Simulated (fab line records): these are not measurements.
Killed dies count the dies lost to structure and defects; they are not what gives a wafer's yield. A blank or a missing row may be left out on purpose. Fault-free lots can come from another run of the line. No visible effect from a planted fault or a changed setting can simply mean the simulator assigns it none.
Split-lot study -- flow n5 finfet -- route with 1938 steps; 7 lots, 21 wafers read

## SPLIT DETAILS
At N5_BEOL_M1_ILD_DEP_00 (deposits SiOC from DEMS/O2, target thk 79 nm, time 15.3 s), the setting time s was moved away from the recipe's 15.3 s on 7 of the 21 wafers read, by -12.4% to +12.3%. The other wafers ran this setting at the recipe's value.

Split to reading: the file shows no intervening step.

## THE READING
At N5_BEOL_M1_THK_MEAS_01: M1_ILD_THK, given in nm. Fault-free wafers of this fab line usually give 79.2 nm, standard deviation 1.1 nm.

wafer,"tool, chamber at the split","time s as run, s",against the recipe,"M1_ILD_THK, nm",against lot-mates on the recipe
L075.1,"pecvd-01, 1",13.65,-10.8%,70.5,-9.2
L075.2,"pecvd-01, 0",15.3,recipe,79.7,-
L075.6,"pecvd-01, 1",13.65,-10.8%,71.1,-8.6
L083.1,"pecvd-02, 1",13.41,-12.4%,67.9,-11.4
L083.3,"pecvd-02, 0",15.3,recipe,79.3,-
L083.5,"pecvd-02, 0",13.41,-12.4%,70.3,-9.0
L091.1,"pecvd-01, 2",15.3,recipe,80.4,-
L091.2,"pecvd-01, 1",15.3,recipe,79.6,-
L091.3,"pecvd-01, 0",15.3,recipe,80.9,-
L092.1,"pecvd-01, 1",14.25,-6.9%,73.0,-6.5
L092.3,"pecvd-01, 2",14.25,-6.9%,73.6,-5.9
L092.4,"pecvd-01, 1",15.3,recipe,79.5,-
L095.3,"pecvd-04, 1",15.3,recipe,77.7,-
L095.4,"pecvd-04, 2",15.3,recipe,79.7,-
L095.5,"pecvd-04, 1",15.3,recipe,79.0,-
L096.1,"pecvd-02, 1",15.3,recipe,78.3,-
L096.4,"pecvd-02, 0",15.3,recipe,80.3,-
L096.5,"pecvd-02, 1",15.3,recipe,78.9,-
L097.1,"pecvd-01, 0",15.3,recipe,78.7,-
L097.4,"pecvd-01, 1",15.3,recipe,78.6,-
L097.6,"pecvd-01, 0",17.18,+12.3%,89.2,+10.5

THE FIT
A straight line over all 21 wafers: M1_ILD_THK changes by +0.816 nm for each +1% of time s; r = +0.99; the points scatter about the line by 0.85 nm.
The same after taking each lot's own level away (the mean of its wafers on the recipe; 21 wafers): +0.842 nm for each +1%; r = +0.99; scatter 0.68 nm.
The reading moves by 10 nm for the largest change in time s, on that fit.
From 78.65 to 80.30 nm: that is the span of the lots' own levels, equal to 1.5 times the standard deviation above.
Hence the lot-to-lot level has little effect on the slope; both slopes agree.
Check: with one of the wafers moved furthest among these (-12.4%) left out of the fit, the line predicts -10.1 nm for it against its lot-mates. It came out at -11.4 nm against them.

## THESE WAFERS: OTHER SPLITS
Other splits were also applied to these wafers ahead of the reading. Each is held against what the fit with the lots' levels taken away leaves over:
other split on the same wafers,wafers away from the commonest value,r with M1_ILD_THK (lot level and that fit taken away)
N5_BEOL_M0_SAQP_PECVD_03 time s,6,+0.02
N5_BEOL_M0_ETCH_138 source w,8,+0.14

## THE WHOLE CHAIN: every reading that the file lists as answering this split, in the file's order
step,what it does,reading,change (the file's fit),r (the file's)
N5_BEOL_M1_ILD_DEP_00,"deposits SiOC from DEMS/O2, target thk 79 nm, time 15.3 s","SiOC_of_BEOL_M1_ILD_DEP_00.thk nm (the simulator's own value, which no gauge read)",+0.844 nm for each +1% of the setting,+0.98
N5_BEOL_M1_THK_MEAS_01,,M1_ILD_THK,+0.847 for each +1% of the setting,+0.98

## FILE'S OWN FIT
M1_ILD_THK changes by +0.847 nm for each +1% of time s, r = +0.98.
